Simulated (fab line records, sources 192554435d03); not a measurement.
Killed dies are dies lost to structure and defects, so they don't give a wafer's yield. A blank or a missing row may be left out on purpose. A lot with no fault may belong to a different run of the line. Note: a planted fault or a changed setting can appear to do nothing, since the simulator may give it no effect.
Chamber matching    flow n5-finfet    N5_SDB_CUT_ETCH_26 on rie-si-01 has 4 sister chambers
The step etches Si in HBr/Cl2/O2, target depth 129.6 nm, bt time 20 s, time 51.8 s. 4 wafers are shown with their chamber, then 7 later ones without.

== WAFERS PAIRED WITH THEIR CHAMBERS ==
wafer   chamber  throttle-valve-pct (%)
L699.1  2        37.0
L701.1  1        36.6
L703.1  3        37.5
L703.2  0        36.9

== WAFERS MISSING THEIR CHAMBER ==
wafer   throttle-valve-pct (%)
L703.5  37.5
L713.1  37.1
L713.2  36.6
L713.6  37.0
L715.1  37.1
L715.4  36.9
L715.5  37.5

== WHICH CHAMBER EACH WENT THROUGH ==
wafer   from the rows above      in truth
L703.5  3                        3
L713.1  can't be placed: 2 or 0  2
L713.2  1                        1
L713.6  can't be placed: 2 or 0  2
L715.1  can't be placed: 2 or 0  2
L715.4  can't be placed: 0 or 2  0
L715.5  3                        3
Correct placement for 3 of the 7. Not placeable from these rows: 4 (in 4, the candidates include the true chamber). Wrongly placed: 0.
How it was worked out, from the rows above alone: a wafer's distance from a chamber is the root of the sum, over the readings, of the square of ((its reading less the chamber's mean) divided by the reading's scatter). The wafer belongs to the nearest chamber; if the next one is less than 2 further off, it can't be placed. The mean given for a chamber averages the wafers shown for that chamber. The scatter: root of mean squared gap, hidden wafer to nearest shown wafer, with one shown wafer a chamber.
